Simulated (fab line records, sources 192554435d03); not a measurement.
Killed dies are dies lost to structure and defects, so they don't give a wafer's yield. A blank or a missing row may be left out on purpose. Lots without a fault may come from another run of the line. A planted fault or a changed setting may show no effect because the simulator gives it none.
Chamber matching | flow n5_finfet | N5_GATE_CUT_DESCUM_18 on rie_diel-01: 4 sister chambers
The step chemistry O2, time 7 s. 4 wafers are shown with their chamber, then 8 later ones without.

WAFERS WITH THEIR CHAMBER
wafer  | chamber | showerhead_plenum_p_Torr (Torr)
L084.6 | 0       | 2.08
L089.5 | 1       | 2.01
L089.6 | 2       | 2.07
L091.2 | 3       | 2.10

WAFERS WITHOUT THEIR CHAMBER
wafer  | showerhead_plenum_p_Torr (Torr)
L091.3 | 2.07
L091.6 | 2.07
L094.1 | 2.06
L094.2 | 2.07
L094.4 | 2.10
L096.3 | 2.01
L096.5 | 2.01
L096.6 | 2.07

WHICH CHAMBER EACH WENT THROUGH
wafer  | from the rows above | in truth
L091.3 | 2                   | 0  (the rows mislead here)
L091.6 | 2                   | 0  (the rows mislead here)
L094.1 | 2                   | 2
L094.2 | 2                   | 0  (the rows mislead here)
L094.4 | 3                   | 3
L096.3 | 1                   | 1
L096.5 | 1                   | 1
L096.6 | 2                   | 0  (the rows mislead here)
Placed correctly: 4 of 8. Can't be placed from these rows: 0. Placed wrongly: 4.
How it was worked out, from the rows above alone: a wafer's distance from a chamber is the root of the sum, over the readings, of the square of ((its reading less the chamber's mean) divided by the reading's scatter). The wafer belongs to the nearest chamber; if the next one is less than 2 further off, it can't be placed. A chamber's mean is the mean of its shown wafers. The scatter: with one shown wafer a chamber, the root of the mean of the squares of how far each hidden wafer lies from its nearest shown one.
